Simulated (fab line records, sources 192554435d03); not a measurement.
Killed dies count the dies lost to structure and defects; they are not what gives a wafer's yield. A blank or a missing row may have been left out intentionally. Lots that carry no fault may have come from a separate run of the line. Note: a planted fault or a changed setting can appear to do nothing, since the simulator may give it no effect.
A lot that was struck, set against a sound lot + flow n5-finfet + 35 out of 1938 route steps
Sound: the wafers L553.2, L553.3, L553.5. Struck: wafers L571.1, L571.6 (left out: L571.3, a lot-mate that was not struck); the cause follows at the end.
Order at every step that has rows: each side's tool, ch and its chambers, its first start. Under that, the readings that differ: sound wafers + struck wafers + difference of the means + sigmas: that difference in standard deviations of wafers without a fault.
alike: same words and numbers on both sides, and readings whose means sit less than 2 such deviations apart. not compared: any withheld reading, any reading some wafer has no value for, any bound like >300 that may hide the same value, and any number with overlapping values for which the record gives no deviation.
The two part at a step that has a row with sigmas, a row that says differs or no value, or rows on one side only. Numbers that have no deviation but don't overlap get no sigmas and don't part them. A reading that every wafer of one side lacks parts them only if that side has two wafers or more.

first, 7 steps without rows for these wafers: N5_SD_ACTIVATION_RTA_00 (time 0 s); N5_SD_ACTIVATION_LSA_01 (time 0.0008 s); N5_ILD0_LINER_00 (material SiNx, target thk 4 nm, pulse time 1 s, purge time 2 s); N5_ILD0_FCVD_FILL_01 (material SiO2 flowable, target thk 200 nm, time 328.3 s); N5_ILD0_CURE_02 (time 1800 s); N5_ILD0_CMP_03 (polishes, stops on SiNx, t overpolish 1.9 s, target thk 197.38 nm); N5_ILD0_CMP_07 (polishes SiO2 flowable, stops on poly-Si, t overpolish 1.18 s, target thk 138.88 nm).
N5_ILD0_PRECLEAN_10: cleans in NF3:NH3, afs cycles 5, time 20 s, sublimation time 60 s.
  sound on remote-plasma-02 ch 0, day 3 14:37; struck on remote-plasma-02 ch 0, day 8 01:59
| reading                                              | sound             | struck        | difference | sigmas |
|------------------------------------------------------|-------------------|---------------|------------|--------|
| time-s (s)                                           | 20 20 20          | 11.092 11.092 | -8.908     |        |
| model.SiO2_flowable_of_ILD0_FCVD_FILL_01.thk-nm (nm) | 119.8 118.4 120.4 | 127.4 127     | +7.7       |        |
then, 24 steps without rows for these wafers: N5_ILD0_ALD_15 (deposits SiNx, target thk 24 nm, pulse time 1 s, ald cycles 480); N5_ILD0_CMP_12 (polishes SiNx, stops on poly-Si, t overpolish 6 s, target thk 17.67 nm); N5_SDB_HM_DEP_00 (deposits SiNx from SiH4/NH3/N2, target thk 40 nm, time 35.3 s); N5_SDB_COAT_03 (time 60 s, resist thk 100 nm); N5_SDB_COAT_04 (time 60 s, resist thk 18 nm); N5_SDB_COAT_05 (resist thk 90 nm); N5_SDB_EBR_07; N5_SDB_SOFTBAKE_06 (time 60 s); N5_SDB_EXPOSE_08 (exposes mask SDB); N5_SDB_PEB_09 (peb time 60 s); N5_SDB_DEVELOP_10 (develop time 30 s); N5_SDB_DESCUM_16 (chemistry O2, time 7.9 s); N5_SDB_ETCH_17 (etches SiARC in CF4, target depth 23.4 nm, time 39 s); N5_SDB_ETCH_18 (etches SOC in N2/H2, target depth 100 nm, overetch 20 nm, time 150 s); N5_SDB_STRIP_19 (strips in N2/H2); N5_SDB_STRIP_21 (strips in CF4); N5_SDB_HM_OPEN_20 (chemistry CH3F/O2, target SiNx, stops on poly-Si, target depth 24 nm); N5_SDB_STRIP_22 (strips in N2/H2); N5_SDB_PRECLEAN_23 (cleans in dHF, time 30 s); N5_SDB_DUMMY_REMOVE_24 (chemistry TMAH, target poly-Si, stops on SiO2, target depth 142 nm, time 57 s, rinse time 30 s); N5_SDB_ETCH_25 (etches SiO2 in C4F6/O2, target depth 10 nm, time 3.3 s); N5_SDB_CUT_ETCH_26 (etches Si in HBr/Cl2/O2, target depth 129.6 nm, bt time 20 s, time 51.8 s); N5_SDB_PRECLEAN_38 (cleans in dHF, time 10 s); N5_SDB_PRECLEAN_39 (cleans in O3/DIW, time 45 s).
N5_GATE_CUT_THK_MEAS_24:
  struck on film-metro-02, day 9 03:41; sound on film-metro-02, day 4 14:08
| reading          | sound             | struck      | difference | sigmas |
|------------------|-------------------|-------------|------------|--------|
| GC_FILL_THK (nm) | 217.4 215.9 221.0 | 224.1 227.4 | +7.7       | +4     |
N5_MOL_CONTACT_COAG_WET_ETCH_116: etches the open film in SC1-inhibited, target depth 4.6 nm, rinse time 30 s.
  sound on wet-bench-06 ch 2,3,4, day 4 21:41; struck on wet-bench-04 ch 2,6, day 9 13:22
| reading                                              | sound             | struck      | difference | sigmas |
|------------------------------------------------------|-------------------|-------------|------------|--------|
| model.SiO2_flowable_of_ILD0_FCVD_FILL_01.thk-nm (nm) | 111.6 110.4 112.2 | 118.6 118.4 | +7.1       |        |
-- record jumps: 9 days separate the struck wafers' starts on either side; left off in module MOL_CONTACT_COAG, taken up again in module PASSIVATION, whose first shown step is the route's number 1936 --
N5_PASSIVATION_PROBE_49:
  struck on prober-01, day 18 04:29; sound on prober-01, day 13 22:52
  alike: killed_at_M0_to_M3, killed_at_M4_up, killed-at-contacts, killed-at-front-end, killed-at-other, killed-dies, killed-open, killed-short

== WHERE THEY PART ==
Only at N5_GATE_CUT_THK_MEAS_24, within this record. Later steps at which nothing parts them and some readings are alike: N5_PASSIVATION_PROBE_49.

WHY: what the simulator had put in
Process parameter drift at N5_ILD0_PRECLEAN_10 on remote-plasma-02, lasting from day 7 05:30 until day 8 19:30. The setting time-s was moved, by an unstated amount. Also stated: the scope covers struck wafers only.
